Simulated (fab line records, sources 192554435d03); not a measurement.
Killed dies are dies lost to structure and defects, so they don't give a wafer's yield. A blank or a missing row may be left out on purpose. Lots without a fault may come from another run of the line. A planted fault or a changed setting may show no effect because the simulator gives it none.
Chamber matching | flow n5_finfet | N5_FIN_SAQP_HM_DEP_72 on pecvd-03: 3 sister chambers
The step deposits SiO2 from SiH4/N2O, target thk 12 nm, time 7.2 s. 3 wafers are shown with their chamber, then 9 later ones without.

WAFERS WITH THEIR CHAMBER
wafer  | chamber | showerhead_plenum_p_Torr (Torr)
L085.4 | 2       | 8.09
L088.5 | 0       | 8.32
L088.6 | 1       | 8.30

WAFERS WITHOUT THEIR CHAMBER
wafer  | showerhead_plenum_p_Torr (Torr)
L089.2 | 8.09
L089.4 | 8.32
L089.5 | 8.27
L096.1 | 8.32
L096.3 | 8.30
L096.6 | 8.07
L097.1 | 8.32
L097.2 | 8.29
L097.6 | 8.31

WHICH CHAMBER EACH WENT THROUGH
wafer  | from the rows above     | in truth
L089.2 | 2                       | 2
L089.4 | can't be placed: 0 or 1 | 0
L089.5 | can't be placed: 1 or 0 | 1
L096.1 | can't be placed: 0 or 1 | 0
L096.3 | can't be placed: 1 or 0 | 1
L096.6 | 2                       | 2
L097.1 | can't be placed: 0 or 1 | 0
L097.2 | can't be placed: 1 or 0 | 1
L097.6 | can't be placed: 0 or 1 | 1
Placed correctly: 2 of 9. Can't be placed from these rows: 7 (the true chamber is among the candidates in 7). Placed wrongly: 0.
How it was worked out, from the rows above alone: a wafer's distance from a chamber is the root of the sum, over the readings, of the square of ((its reading less the chamber's mean) divided by the reading's scatter). The wafer belongs to the nearest chamber; if the next one is less than 2 further off, it can't be placed. A chamber's mean is the mean of its shown wafers. The scatter: with one shown wafer a chamber, the root of the mean of the squares of how far each hidden wafer lies from its nearest shown one.
